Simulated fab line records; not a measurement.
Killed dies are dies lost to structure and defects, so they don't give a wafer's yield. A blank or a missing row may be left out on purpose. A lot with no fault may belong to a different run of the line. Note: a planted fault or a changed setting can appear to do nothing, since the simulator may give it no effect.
Chamber matching | flow nand harc | NHARC_P_M1_PRE_CLEAN_32 on pecvd-02: 3 sister chambers
The step time 12 s. 6 wafers are shown with their chamber, then 10 later ones without.

## EACH WAFER AND ITS CHAMBER
wafer  | chamber | heater power w (W)
L086.4 | 2       | 738
L087.1 | 2       | 811
L087.2 | 0       | 585
L087.3 | 1       | 667
L089.2 | 1       | 665
L089.4 | 0       | 554

## WAFERS WITH NO CHAMBER GIVEN
wafer  | heater power w (W)
L089.5 | 682
L090.2 | 600
L090.3 | 574
L090.6 | 764
L088.2 | 621
L088.3 | 613
L088.6 | 598
L095.1 | 548
L095.4 | 554
L095.6 | 656

## EACH ONE'S CHAMBER
wafer  | from the rows above     | in truth
L089.5 | 1                       | 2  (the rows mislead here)
L090.2 | can't be placed: 0 or 1 | 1
L090.3 | 0                       | 0
L090.6 | 2                       | 2
L088.2 | can't be placed: 1 or 0 | 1
L088.3 | can't be placed: 0 or 1 | 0
L088.6 | can't be placed: 0 or 1 | 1
L095.1 | 0                       | 0
L095.4 | 0                       | 0
L095.6 | 1                       | 1
Correct placement for 5 of the 10. These rows do not allow placing 4 (true chamber among the candidates in 4). Number placed wrongly: 1.
How it was worked out, from the rows above alone: a wafer's distance from a chamber is the root of the sum, over the readings, of the square of ((its reading less the chamber's mean) divided by the reading's scatter). The wafer belongs to the nearest chamber; if the next one is less than 2 further off, it can't be placed. The mean given for a chamber averages the wafers shown for that chamber. The scatter is the square root of a quotient: the sum, over the shown wafers, of each reading's squared deviation from its chamber's mean, divided by wafers minus chambers.
